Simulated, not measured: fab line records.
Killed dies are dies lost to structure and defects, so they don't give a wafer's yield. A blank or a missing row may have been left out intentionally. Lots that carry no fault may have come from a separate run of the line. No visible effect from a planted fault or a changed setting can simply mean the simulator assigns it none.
Problem report, 8D (eight disciplines) form, completed by code -- flow nand-harc -- the parts of the form that need people (team, actions taken, sign-off) are left out

## 1. WHAT WENT WRONG
Mean of time-to-endpoint-s at NHARC_A_DECK1_JOINT_CMP_13: 17.8 s across 2 wafers in 2 lots; on wafers with no fault it is 8.7 s (standard deviation 2). Measured from the usual mean, that is +4.5 standard deviations.
The step: polishes, target thk 51.023 nm.
First seen on wafer L912.5, day 18 08:19, on cmp-04. Wafers with a number at this step in the record: 18, from 6 lots. The rule behind "out" and "out of limits": a value lying over 4 standard deviations away from the usual mean. Any other wafer with a number is counted as sound.

## 2. WHAT THIS IS AND IS NOT
question,is,is not
which readings at this step,time-to-endpoint-s,motor-current-A
which lots,"L912, L913","L895, L900, L902, L916"
which wafers of those lots,"L912.5, L913.2","L912.2, L912.6, L913.3, L913.5"
read on which tools,cmp-04,cmp-01
when,from day 18 08:19,"up to then (11 sound wafers); but 5 sound wafers of L913, L916 came after"

## 3. SUSPECTS, AND WHAT RULES EACH OUT
Counting: a tool at a process step up to the reading stays a suspect if it ran every lot that is out. Sound lots after the first of them don't rule it out here, since some wafers of a struck lot are sound.
- rie-si-05 at NHARC_A_DECK1_JOINT_ETCHBACK_07 (etches the open film in HBr, target depth 105 nm, time 26.9 s): kept. It ran every lot that is out, first L912 (day 17 21:58).
- cmp-04 at NHARC_A_DECK1_JOINT_CMP_13 (polishes, target thk 51.023 nm): kept. It processed each lot that is out (first: L912, day 18 08:19); up to then, its last sound lot is L900 (day 13 13:11). Its own time-to-endpoint-s readings are out on those wafers.
- At NHARC_A_DECK1_JOINT_ETCHBACK_07, inside rie-si-05: chamber 2 took the wafers that are out, while their sound lot-mates went through chambers 0, 1, 3.
- At NHARC_A_DECK1_JOINT_CMP_13, inside cmp-04: chamber 2 took the wafers that are out, while their sound lot-mates went through chambers 0, 3.
The count leaves cmp-04 at NHARC_A_DECK1_JOINT_CMP_13 and rie-si-05 at NHARC_A_DECK1_JOINT_ETCHBACK_07.

## 4. THE CAUSE (what the simulator had put in)
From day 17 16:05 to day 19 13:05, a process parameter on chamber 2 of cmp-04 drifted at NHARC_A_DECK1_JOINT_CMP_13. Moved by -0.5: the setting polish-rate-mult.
Of the 2 suspects that counting leaves, this tool is one.

## 5. THE CHAIN OF EFFECTS, in route order
Each row: a reading where the mean over the struck wafers with a number is more than 3 standard deviations away from the usual. Only readings whose record carries a usual standard deviation are examined. hours: median over the lots of the time between each lot's start at the first step of this table that gives one and its start at this step. sigmas: the change, counted in usual standard deviations.
hours,step,reading,usual,on struck wafers,change,sigmas
0,NHARC_A_DECK1_JOINT_CMP_13,time-to-endpoint-s,8.7 s,17.8,+9.1,+4.5
It contains these process steps:
- NHARC_A_DECK1_JOINT_CMP_13: polishes, target thk 51.023 nm.
Later steps that measure or inspect, where all struck wafers having a row at the step show a number for every such reading and not one has moved that far: NHARC_A_DECK1_JOINT_THK_MEAS_14, NHARC_END_SORT_01.

## 6. WHAT WOULD HAVE CAUGHT IT SOONER
In this record the first reading out of limits was taken at day 18 08:19, 16 hours after the fault began at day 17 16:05.
